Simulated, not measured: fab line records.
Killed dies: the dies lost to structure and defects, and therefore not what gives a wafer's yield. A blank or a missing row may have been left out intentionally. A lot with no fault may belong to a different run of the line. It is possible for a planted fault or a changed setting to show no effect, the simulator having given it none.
Comparing a struck lot with a sound one + flow n5 finfet + 20 out of 1938 route steps
Sound: these wafers, L801.2, L801.4, L801.5. Wafers L804.2, L804.3, L804.6 were the ones struck. Last of all comes the cause.
Order at every step that has rows: each side's tool, ch and its chambers, its first start. Under that, the readings that differ: sound wafers + struck wafers + difference of the means + sigmas: that difference in standard deviations of wafers without a fault.
alike: a reading whose means differ by less than 2 such deviations, as well as words and numbers matching on both sides. not compared: withheld readings; readings where some wafer has no value; bounds like >300 that might hide an equal value; numbers whose values overlap and for which the record gives no deviation.
Wherever a step has rows on one side only, a row that says differs or no value, or a row with sigmas, the two part there. Numbers that have no deviation but don't overlap get no sigmas and don't part them. Lack of a reading on every wafer of one side parts them only where that side has two or more wafers.

first, 9 steps without rows for these wafers: N5_FIN_SAQP_EXPOSE_13 (exposes mask FIN CORE, target cd 35.6 nm); N5_FIN_SAQP_PEB_14 (peb time 60 s); N5_FIN_SAQP_DEVELOP_15 (develop time 30 s); N5_FIN_SAQP_DESCUM_21 (chemistry O2, time 7.9 s); N5_FIN_SAQP_ETCH_51 (etches SiARC in CF4, target depth 45.5 nm, time 75.8 s); N5_FIN_SAQP_ETCH_52 (etches SOC in N2/H2, target depth 100 nm, overetch 20 nm, time 150 s); N5_FIN_SAQP_STRIP_53 (strips in N2/H2); N5_FIN_SAQP_HM_OPEN_73 (chemistry CHF3/O2, target SiO2, stops on a-Si, target depth 12 nm, time 16.8 s); N5_FIN_SAQP_STRIP_74 (strips in CHF3/O2).
N5_FIN_SAQP_MANDREL_ETCH_22: etches a-Si in HBr/Cl2, stops on SiNx, target depth 60 nm, bt time 10 s, time 30 s.
  sound on rie si-02 ch 0,1, day 3 22:05; struck on rie si-02 ch 1,3, day 4 16:55
| reading                                     | sound             | struck                  | difference | sigmas |
|---------------------------------------------|-------------------|-------------------------|------------|--------|
| oes product au (a.u.)                       | 0.783 0.753 0.766 | 0.649 0.638 0.655       | -0.120     | -9     |
| over etch frac                              | 0.5 0.5 0.5       | 0.96404 0.96404 0.96404 | +0.46404   |        |
| model.SOC_of_FIN_SAQP_COAT_49.thk nm (nm)   | 76.59 77.22 76.8  | 69.15 69.93 69.28       | -7.42      |        |
| model.SiNx_of_FIN_SAQP_PECVD_48.thk nm (nm) | 25.49 25.1 25.56  | 20.52 21.69 21.46       | -4.16      |        |
  alike: drypump motor current A, throttle valve pct
  not compared: rf hours counter h
then, 7 steps without rows for these wafers: N5_FIN_SAQP_STRIP_55 (strips in N2/H2); N5_FIN_SAQP_STRIP_23 (strips in SPM, time 750 s); N5_FIN_SAQP_SRD_66 (time 30 s); N5_FIN_SAQP_RECESS_75 (chemistry HF/NH3, target SiO2, target depth 14.4 nm, afs cycles 3, sublimation time 60 s); N5_FIN_SAQP_SPACER1_ALD_24 (deposits SiO2, target thk 20.3 nm, pulse time 1 s, purge time 2 s); N5_FIN_SAQP_SPACER1_ETCHBACK_25 (etches SiO2 in CHF3/O2, target depth 24.4 nm, time 12.2 s); N5_FIN_SAQP_MANDREL1_REMOVE_56 (chemistry HBr/Cl2/O2, target a-Si, stops on SiNx, bt time 10 s).
N5_FIN_SAQP_ETCH_57: etches SiNx in CH3F/O2, target depth 32.5 nm, time 46.4 s.
  sound on rie diel-01 ch 1,2, day 3 23:59; struck on rie diel-03 ch 0,2, day 4 19:07
| reading                  | sound            | struck            | difference | sigmas |
|--------------------------|------------------|-------------------|------------|--------|
| etch rf on time s (s)    | 47.4 47.3 48.1   | 38.5 39.3 40.4    | -8.2       | -8     |
| model.etch.depth nm (nm) | 25.49 25.1 25.56 | 20.52 21.69 21.46 | -4.16      |        |
  alike: drypump motor current A, oes product au, rf vpp V, showerhead plenum p Torr, throttle valve pct
  not compared: rf hours counter h
then, 1 step without rows for these wafers: N5_FIN_SAQP_ETCH_65 (etches SiO2 in CF4, target depth 4 nm, time 4.4 s).
-- record jumps: 6 days separate the struck wafers' starts on either side; left off in module FIN_SAQP, taken up again in module BEOL_M4, whose first shown step is the route's number 1111 --
N5_BEOL_M4_RC_MEAS_101:
  sound on prober-02 ch 0, day 9 15:44; struck on prober-01 ch 0, day 10 09:25
  alike: DIBL_N, DIBL_P, IOFF_N, IOFF_P, ION_N, ION_P, SS_N, SS_P, VT_N, VT_P

## WHERE THEY PART
First at N5_FIN_SAQP_MANDREL_ETCH_22; last, within this record, at N5_FIN_SAQP_ETCH_57. Later steps at which nothing parts them and some readings are alike: N5_BEOL_M4_RC_MEAS_101.

WHY: what had been put in by the simulator
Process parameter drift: rie si-02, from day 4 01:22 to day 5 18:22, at N5_FIN_SAQP_MANDREL_ETCH_22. Setting over etch frac shifted by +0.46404 from 0.5. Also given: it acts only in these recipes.
